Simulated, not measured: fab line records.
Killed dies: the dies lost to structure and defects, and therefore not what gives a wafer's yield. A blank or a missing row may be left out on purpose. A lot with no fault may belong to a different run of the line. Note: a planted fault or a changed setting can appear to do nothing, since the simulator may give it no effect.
Chamber matching + flow n5Finfet + N5_BEOL_M0_SAQP_STRIP_75 on rieDiel-02 has 4 sister chambers
The step strips in CF4. 18 wafers are shown with their chamber, then 9 later ones without.

## WAFERS WITH THEIR CHAMBER
| wafer  | chamber | drypumpMotorCurrentA (A) | throttleValvePct (%) | oesProductAu (a.u.) |
|--------|---------|--------------------------|----------------------|---------------------|
| L074.1 | 2       | 6.0                      | 13.66                | 0.175               |
| L074.3 | 1       | 6.3                      | 13.17                | 0.223               |
| L074.5 | 1       | 6.3                      | 13.19                | 0.223               |
| L076.1 | 2       | 6.0                      | 13.67                | 0.177               |
| L076.2 | 0       | 5.6                      | 13.28                | 0.219               |
| L076.4 | 3       | 5.8                      | 13.87                | 0.186               |
| L077.2 | 3       | 5.8                      | 13.85                | 0.185               |
| L077.5 | 3       | 5.8                      | 13.86                | 0.182               |
| L077.6 | 2       | 6.0                      | 13.67                | 0.177               |
| L081.2 | 1       | 6.3                      | 13.21                | 0.216               |
| L081.5 | 1       | 6.4                      | 13.23                | 0.214               |
| L081.6 | 2       | 6.0                      | 13.68                | 0.176               |
| L082.2 | 2       | 6.0                      | 13.69                | 0.177               |
| L082.3 | 0       | 5.6                      | 13.31                | 0.211               |
| L082.5 | 1       | 6.3                      | 13.22                | 0.215               |
| L083.3 | 3       | 5.8                      | 13.88                | 0.182               |
| L083.4 | 1       | 6.4                      | 13.22                | 0.206               |
| L083.5 | 2       | 6.0                      | 13.70                | 0.167               |

SIGNATURES (averages over the wafers above)
| reading              | chamber 0 | chamber 1 | chamber 2 | chamber 3 | scatter within a chamber |
|----------------------|-----------|-----------|-----------|-----------|--------------------------|
| drypumpMotorCurrentA | 5.600     | 6.333     | 6.000     | 5.800     | 0.0309                   |
| throttleValvePct     | 13.2950   | 13.2067   | 13.6783   | 13.8650   | 0.0181                   |
| oesProductAu         | 0.21500   | 0.21617   | 0.17483   | 0.18375   | 0.00481                  |
Rule: for a wafer and a chamber, the distance is found by dividing, reading by reading, the gap between the wafer's reading and the chamber's mean by the reading's scatter, squaring, summing and taking the root. The wafer belongs to the nearest chamber; if the next one is less than 2 further off, it can't be placed. The scatter: the root of (the sum of the squares of (reading less its chamber's mean) over the shown wafers, divided by (wafers less chambers)).

## WAFERS WHOSE CHAMBER IS MISSING
| wafer  | drypumpMotorCurrentA (A) | throttleValvePct (%) | oesProductAu (a.u.) |
|--------|--------------------------|----------------------|---------------------|
| L087.1 | 5.8                      | 13.89                | 0.182               |
| L087.4 | 6.1                      | 13.71                | 0.164               |
| L087.6 | 6.3                      | 13.23                | 0.204               |
| L095.4 | 5.8                      | 13.93                | 0.184               |
| L095.5 | 6.0                      | 13.74                | 0.169               |
| L095.6 | 5.6                      | 13.35                | 0.200               |
| L096.2 | 5.6                      | 13.37                | 0.196               |
| L096.3 | 6.0                      | 13.75                | 0.170               |
| L096.6 | 5.6                      | 13.38                | 0.204               |

## CHAMBER TAKEN BY EACH
| wafer  | from the rows above | in truth |
|--------|---------------------|----------|
| L087.1 | 3                   | 3        |
| L087.4 | 2                   | 2        |
| L087.6 | 1                   | 1        |
| L095.4 | 3                   | 3        |
| L095.5 | 2                   | 2        |
| L095.6 | 0                   | 0        |
| L096.2 | 0                   | 0        |
| L096.3 | 2                   | 2        |
| L096.6 | 0                   | 0        |
Correctly placed: 9 of 9. Left unplaced by these rows: 0. Placed wrongly: 0.
